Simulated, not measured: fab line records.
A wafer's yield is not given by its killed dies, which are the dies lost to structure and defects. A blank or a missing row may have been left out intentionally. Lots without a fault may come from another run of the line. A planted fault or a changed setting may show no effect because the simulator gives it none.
A struck lot beside a sound one	flow nand-harc	14 out of 1159 route steps
Sound: wafers L336.3, L336.5, L336.6. Struck: wafers L324.2, L324.3, L324.4. At the end, the cause is stated.
Per side, at each step with rows, come the tool, then ch with its chambers, and then its first start. Under that, the readings that differ: sound wafers	struck wafers	difference of the means	sigmas: that difference in standard deviations of wafers without a fault.
alike: words and numbers the same on both sides, and readings whose means are apart by under 2 such deviations; not compared: readings that were withheld, readings missing a value for some wafer, numbers with overlapping values and no deviation given by the record, and bounds like >300 which may hide the same value.
The two part at a step that has a row with sigmas, a row that says differs or no value, or rows on one side only. Numbers that have no deviation but don't overlap get no sigmas and don't part them. A reading missing from all wafers of one side parts the sides only when that side holds two or more wafers.

first, 7 steps without rows for these wafers: NHARC_A_M1_COAT_34 (time 65 s); NHARC_A_M1_COAT_03 (resist thk 90 nm); NHARC_A_M1_SOFTBAKE_04 (time 55 s); NHARC_A_M1_EBR_05; NHARC_A_M1_EXPOSE_06 (exposes mask A M1, target cd 120 nm); NHARC_A_M1_PEB_07 (peb time 65 s); NHARC_A_M1_DEVELOP_08 (develop time 35 s).
NHARC_A_M1_CD_MEAS_09 targets a cd of 120 nm.
  sound on cd-sem-01 ch 0, day 22 13:25; struck on cd-sem-02 ch 0, day 19 01:11
  alike: cd-nm
NHARC_A_M1_OVL_MEAS_10: pitch 240 nm.
  struck on overlay-01, day 19 01:16; sound on overlay-01, day 22 13:31
  alike: overlay-x-nm, overlay-y-nm
NHARC_A_M1_INSPECT_11:
  struck on defect-inspect-02, day 19 01:18; sound on defect-inspect-02, day 22 13:33
  alike: raw-defect-count
NHARC_A_M1_DESCUM_14: chemistry O2, time 3 s.
  sound on rie-diel-10 ch 0,1,3, day 22 13:37; struck on rie-diel-03 ch 1,2,3, day 19 01:22
  alike: chamber-pressure-mTorr, drypump-motor-current-A, oes-product-au, rf-vpp-V, showerhead-plenum-p-Torr, throttle-valve-pct
  not compared: rf-hours-counter-h
NHARC_A_M1_ETCH_35: etches the open film in N2/H2, target depth 40 nm, overetch 12 nm, time 43.94 s.
  sound on rie-diel-10 ch 0,1,2, day 22 13:42; struck on rie-diel-03 ch 0,1,2, day 19 01:27
  alike: chamber-pressure-mTorr, drypump-motor-current-A, oes-product-au, rf-vpp-V, run-length-s, showerhead-plenum-p-Torr, throttle-valve-pct
  not compared: rf-hours-counter-h
NHARC_A_M1_ETCH_15: etches the open film in C4F8/Ar, target depth 182.5 nm, time 91.2 s.
  sound on rie-diel-10 ch 2,3, day 22 13:47; struck on rie-diel-03 ch 0,1,2, day 19 01:32
reading	sound	struck	difference	sigmas
run-length-s (s)	111.5 111.8 112.2	99.8 100.3 99.4	-12.0	-29
  alike: chamber-pressure-mTorr, oes-product-au, rf-vpp-V
  not compared: rf-hours-counter-h
NHARC_A_M1_CD_MEAS_16:
  struck on cd-sem-01, day 19 01:40; sound on cd-sem-03, day 22 13:55
  alike: cd-nm

== WHERE THEY PART ==
NHARC_A_M1_ETCH_15 only, going by this record. Later steps at which nothing parts them and some readings are alike: NHARC_A_M1_CD_MEAS_16.

WHY: whatever the simulator had introduced
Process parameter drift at NHARC_A_M1_ETCH_15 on rie-diel-03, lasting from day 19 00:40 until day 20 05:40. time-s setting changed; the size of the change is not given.
